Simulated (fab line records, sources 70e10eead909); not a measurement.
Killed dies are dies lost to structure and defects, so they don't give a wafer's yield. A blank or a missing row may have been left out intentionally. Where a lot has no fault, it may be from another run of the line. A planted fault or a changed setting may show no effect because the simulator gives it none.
Which tool is to blame? | flow nand-harc | 12 lots, 36 wafers sampled, at 5 steps of a route of 1302

WHAT EACH GAUGE READ, for each wafer
NHARC_A_SGD_CUT_OVL_MEAS_10.
lot  | measured     | on         | overlay-x-nm (nm)
L075 | day 19 18:37 | overlay-02 | -0.3 0.1 0.0
L076 | day 20 12:22 | overlay-02 | 1.2 0.7 1.6
L079 | day 20 09:39 | overlay-02 | -0.6 -0.8 -0.8
L082 | day 21 23:28 | overlay-02 | 0.7 0.4 0.5
L083 | day 23 00:26 | overlay-01 | 1.4 2.0 1.7
L085 | day 23 14:34 | overlay-02 | 0.1 0.3 -0.3
L087 | day 24 12:45 | overlay-02 | -0.7 -0.8 -0.3
L088 | day 25 04:25 | overlay-01 | -0.9 -1.2 -1.4
L092 | day 26 08:10 | overlay-01 | -0.1 0.1 0.2
L094 | day 27 02:43 | overlay-01 | 0.8 1.0 0.4
L096 | day 28 05:11 | overlay-01 | 0.1 0.2 0.6
L097 | day 29 10:37 | overlay-01 | -1.3 -1.7 -0.9

WHAT TOOL EACH LOT RAN ON (gives the tool, then ch and the chambers of the sampled wafers, and finally the start)
lot  | NHARC_A_STAIRCASE_ETCH_453                    | NHARC_A_STAIRCASE_STRIP_476        | NHARC_A_STAIRCASE_DEP_151       | NHARC_A_STAIRCASE_DEP_322
L075 | rie-diel-07 ch 1,2, day 17 18:24 or earlier   | rie-diel-04 ch 0,1,3, day 17 18:24 | pecvd-04 ch 0,1, day 18 07:19   | pecvd-01 ch 0,1, day 18 17:49
L076 | rie-diel-10 ch 0,1,3, day 18 07:40 or earlier | rie-diel-10 ch 0,1,2, day 18 07:40 | pecvd-01 ch 0,1, day 18 19:06   | pecvd-04 ch 0,2, day 19 05:38
L079 | rie-diel-07 ch 0,1,2, day 18 18:45 or earlier | rie-diel-04 ch 0,1,3, day 18 18:45 | pecvd-02 ch 1,2, day 19 04:55   | pecvd-04 ch 0,1, day 19 13:04
L082 | rie-diel-07 ch 1,2,3, day 19 23:16 or earlier | rie-diel-10 ch 0,1,2, day 19 23:16 | pecvd-02 ch 0,2, day 20 10:19   | pecvd-02 ch 0,1, day 20 19:08
L083 | rie-diel-10 ch 0,1,2, day 20 23:57 or earlier | rie-diel-04 ch 0,2,3, day 20 23:57 | pecvd-04 ch 0,1, day 21 12:46   | pecvd-04 ch 0,1, day 21 23:11
L085 | rie-diel-10 ch 0,1,2, day 21 17:36 or earlier | rie-diel-10 ch 0,1,2, day 21 17:36 | pecvd-02 ch 0,1, day 22 04:50   | pecvd-02 ch 0,1, day 22 13:34
L087 | rie-diel-10 ch 0,2,3, day 22 16:42 or earlier | rie-diel-07 ch 1,2, day 22 16:42   | pecvd-02 ch 0,2, day 23 03:37   | pecvd-01 ch 0,1,2, day 23 11:34
L088 | rie-diel-07 ch 1,2, day 23 06:41 or earlier   | rie-diel-10 ch 0,2, day 23 06:41   | pecvd-02 ch 0,2, day 23 16:36   | pecvd-02 ch 0,2, day 24 02:54
L092 | rie-diel-07 ch 2,3, day 24 10:07 or earlier   | rie-diel-10 ch 0,2, day 24 10:07   | pecvd-04 ch 1,2, day 24 21:07   | pecvd-01 ch 0,1,2, day 25 04:37
L094 | rie-diel-10 ch 0,2,3, day 25 05:32 or earlier | rie-diel-10 ch 0,2,3, day 25 05:32 | pecvd-01 ch 0,1,2, day 25 16:49 | pecvd-04 ch 0,1,2, day 26 01:44
L096 | rie-diel-04 ch 0,2,3, day 26 03:39 or earlier | rie-diel-04 ch 1,2,3, day 26 03:39 | pecvd-01 ch 0,1,2, day 26 14:38 | pecvd-04 ch 0,1,2, day 26 22:20
L097 | rie-diel-07 ch 0,1,3, day 27 08:16 or earlier | rie-diel-07 ch 0,2,3, day 27 08:16 | pecvd-01 ch 0,2, day 27 19:25   | pecvd-02 ch 1,2, day 28 05:59
- NHARC_A_STAIRCASE_ETCH_453: etches the open film in CF4/O2, target depth 30 nm, overetch 3 nm, time 16.5 s.
- NHARC_A_STAIRCASE_STRIP_476: strips in O2, time 20 s.
- NHARC_A_STAIRCASE_DEP_151: deposits SiO2, target thk 7200 nm.
- NHARC_A_STAIRCASE_DEP_322: deposits SiO2, target thk 7200 nm.

THE ANSWER, worked out from the rows above alone
Rule: the lots themselves supply what counts as usual. The widest of any qualifying gaps counts: lots, ordered by their means at a reading, are off when they make up no more than a third of the lots, leave a main group of 4 or more, and stand apart from it by 3 or more times the standard deviation of that group's means. The tables above print the reading to a certain number of digits; a main group whose means all agree to those digits is not used. A lot without any number at a reading at which 4 lots or more have one is off too. Any other lot the step has rows for is counted as sound.
Nothing can be told from this: no lot is off at any reading shown.

WHAT WAS PUT IN BY THE SIMULATOR
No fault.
